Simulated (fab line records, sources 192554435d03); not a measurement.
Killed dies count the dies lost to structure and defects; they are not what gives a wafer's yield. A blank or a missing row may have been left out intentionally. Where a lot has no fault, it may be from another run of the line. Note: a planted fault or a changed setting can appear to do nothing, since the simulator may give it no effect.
What tool caused it? + flow n5 finfet + 27 wafers from 9 lots sampled at 2 of the route's 1938 steps

## WHAT THE GAUGES READ, wafer by wafer
N5_BEOL_M4_RC_MEAS_101. Usual: DIBL_N 36.0 mV/V, standard deviation 1.8; DIBL_P 36.3 mV/V, standard deviation 2.4; IOFF_N 0.16 nA/um, standard deviation 0.035; IOFF_P 0.21 nA/um, standard deviation 0.036; ION_N 673 uA/um, standard deviation 13; ION_P 461 uA/um, standard deviation 7.2; SS_N 71.4 mV/dec, standard deviation 0.6; SS_P 73.2 mV/dec, standard deviation 0.7; VT_N 250 mV, standard deviation 4; VT_P -250.9 mV, standard deviation 2.9.
| lot  | measured     | on        | DIBL_N (mV/V)  | DIBL_P (mV/V)  | IOFF_N (nA/um) | IOFF_P (nA/um) | ION_N (uA/um) | ION_P (uA/um) | SS_N (mV/dec)  | SS_P (mV/dec)  | VT_N (mV)   | VT_P (mV)            | flag |
|------|--------------|-----------|----------------|----------------|----------------|----------------|---------------|---------------|----------------|----------------|-------------|----------------------|------|
| L827 | day 10 02:00 | prober-02 | 32.7 34.2 35.7 | 32.6 34.1 37.3 | 0.10 0.12 0.15 | 0.14 0.16 0.20 | 643 663 692   | 446 453 471   | 70.0 71.5 71.5 | 71.9 72.7 73.3 | 259 255 248 | -257.7 -254.1 -249.6 |      |
| L830 | day 10 05:17 | prober-01 | 37.1 38.0 40.5 | 38.9 39.6 43.6 | 0.18 0.18 0.26 | 0.20 0.22 0.29 | 690 681 697   | 466 464 464   | 70.7 71.6 72.0 | 73.9 74.2 74.2 | 244 247 242 | -253.0 -252.3 -248.7 |      |
| L835 | day 11 10:07 | prober-01 | 35.5 33.3 35.3 | 34.8 33.1 34.6 | 0.15 0.12 0.15 | 0.20 0.18 0.19 | 685 669 677   | 470 456 462   | 71.1 70.8 70.9 | 72.8 72.4 72.5 | 250 252 251 | -249.7 -249.3 -251.7 |      |
| L837 | day 12 00:50 | prober-02 | 37.1 34.1 35.4 | 38.8 35.2 36.9 | 0.18 0.12 0.13 | 0.21 0.16 0.17 | 677 658 653   | 459 452 448   | 71.9 70.2 71.9 | 73.7 72.8 72.6 | 249 256 256 | -252.9 -257.1 -255.8 |      |
| L841 | day 12 17:22 | prober-01 | 39.2 34.6 35.4 | 40.2 35.4 35.4 | 0.21 0.13 0.13 | 0.26 0.18 0.19 | 685 673 662   | 468 462 455   | 71.6 71.3 71.5 | 74.1 73.0 73.3 | 246 254 254 | -249.3 -252.8 -252.0 |      |
| L842 | day 12 22:59 | prober-02 | 36.0 33.0 37.4 | 35.9 32.7 36.6 | 0.15 0.11 0.16 | 0.20 0.16 0.21 | 675 668 667   | 461 459 457   | 71.1 70.9 71.4 | 74.0 73.1 73.7 | 252 253 253 | -250.9 -252.0 -251.4 |      |
| L843 | day 14 04:22 | prober-01 | 36.3 36.6 35.2 | 34.9 36.3 33.6 | 0.15 0.15 0.13 | 0.20 0.22 0.17 | 679 671 661   | 465 459 450   | 71.5 70.9 71.0 | 73.1 73.6 71.9 | 246 249 250 | -251.2 -251.9 -253.3 |      |
| L845 | day 14 06:26 | prober-01 | 37.2 37.9 39.3 | 37.1 36.6 38.0 | 0.16 0.16 0.20 | 0.21 0.21 0.25 | 673 681 687   | 457 461 464   | 71.4 72.1 72.2 | 73.4 74.0 73.7 | 250 250 247 | -252.4 -252.9 -246.7 |      |
| L844 | day 14 07:43 | prober-02 | 37.5 37.7 36.6 | 39.3 39.7 38.0 | 0.18 0.18 0.16 | 0.24 0.25 0.23 | 691 680 685   | 475 471 474   | 71.0 72.0 71.1 | 73.8 74.1 73.4 | 246 247 246 | -246.5 -247.2 -248.1 |      |

N5_BEOL_M6_CD_MEAS_18: pitch 80 nm, target cd 40 nm. Usual: cd nm reads 39.9 nm (standard deviation 0.75).
| lot  | measured     | on        | cd nm (nm)     | flag |
|------|--------------|-----------|----------------|------|
| L827 | day 10 17:12 | cd sem-02 | 39.6 38.5 40.5 |      |
| L830 | day 10 23:29 | cd sem-01 | 40.0 40.2 40.6 |      |
| L835 | day 12 01:48 | cd sem-02 | 39.3 39.4 38.9 |      |
| L837 | day 12 15:51 | cd sem-01 | 41.6 41.4 41.7 |      |
| L841 | day 13 14:32 | cd sem-02 | 39.5 39.3 40.1 |      |
| L842 | day 13 17:05 | cd sem-02 | 39.8 40.8 40.1 |      |
| L843 | day 14 19:20 | cd sem-02 | 39.9 38.7 39.4 |      |
| L845 | day 15 00:10 | cd sem-02 | 39.8 40.9 39.9 |      |
| L844 | day 15 06:04 | cd sem-01 | 38.8 39.6 38.4 |      |

## WHICH TOOL RAN EACH LOT (tool, then ch and the chambers of the sampled wafers, then the start)
The record shows no process step preceding these readings.

## AS READ BY THE TOOLS THEMSELVES (means over the sampled wafers that have a number; for cases with no such wafer, the mark the record gives instead)
The record holds no such reading with a usual standard deviation.

## THE ANSWER, worked out from the rows above alone
Rule: lot off if the mean of its wafers having a number is beyond 3 standard deviations from the usual mean. A lot without any number at a reading at which 4 lots or more have one is off too. The other lots that the step has rows for count as sound. First the gauges in route order, then the tools' own readings, where a lot's mean is used as printed above. At the first step where some lot is off, the reading lying furthest off is the one used; lots without a number count as furthest.
No lot is off on any of the readings shown, so nothing can be concluded from this.

## WHAT WAS PUT IN BY THE SIMULATOR
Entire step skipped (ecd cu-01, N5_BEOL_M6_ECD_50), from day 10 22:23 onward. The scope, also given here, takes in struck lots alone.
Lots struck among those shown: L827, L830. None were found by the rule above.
